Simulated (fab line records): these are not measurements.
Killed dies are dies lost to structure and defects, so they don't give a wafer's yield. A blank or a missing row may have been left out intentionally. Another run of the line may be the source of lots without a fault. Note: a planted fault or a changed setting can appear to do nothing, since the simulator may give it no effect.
Chamber matching | flow n5Finfet | 4 sister chambers for N5_BEOL_M11_ETCH_66 on rieDiel-05
The step etches SOC in N2/H2, target depth 120 nm, overetch 24 nm, time 180 s. 4 wafers are shown with their chamber, then 8 later ones without.

## WAFERS PAIRED WITH THEIR CHAMBERS
wafer  | chamber | drypumpMotorCurrentA (A)
L084.6 | 2       | 5.9
L085.2 | 1       | 5.2
L085.5 | 0       | 5.3
L090.1 | 3       | 6.3

## WAFERS WHOSE CHAMBER IS MISSING
wafer  | drypumpMotorCurrentA (A)
L090.2 | 5.8
L090.6 | 5.8
L093.2 | 5.3
L093.3 | 6.3
L093.6 | 5.1
L095.4 | 6.3
L095.5 | 5.9
L095.6 | 5.1

## CHAMBER TAKEN BY EACH
wafer  | from the rows above     | in truth
L090.2 | 2                       | 2
L090.6 | 2                       | 2
L093.2 | can't be placed: 0 or 1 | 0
L093.3 | 3                       | 3
L093.6 | can't be placed: 1 or 0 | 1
L095.4 | 3                       | 3
L095.5 | 2                       | 2
L095.6 | can't be placed: 1 or 0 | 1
5 of 8 placed correctly. Unplaceable from these rows: 3, with the true chamber sitting among the candidates in 3. Placed wrongly: 0.
How it was worked out, from the rows above alone: a wafer's distance from a chamber is the root of the sum, over the readings, of the square of ((its reading less the chamber's mean) divided by the reading's scatter). If the next closest chamber is less than 2 further off than the closest, the wafer can't be placed; otherwise it belongs to the closest. For every chamber, the mean is computed from those of its wafers that are shown. The scatter: with one shown wafer a chamber, the root of the mean of the squares of how far each hidden wafer lies from its nearest shown one.
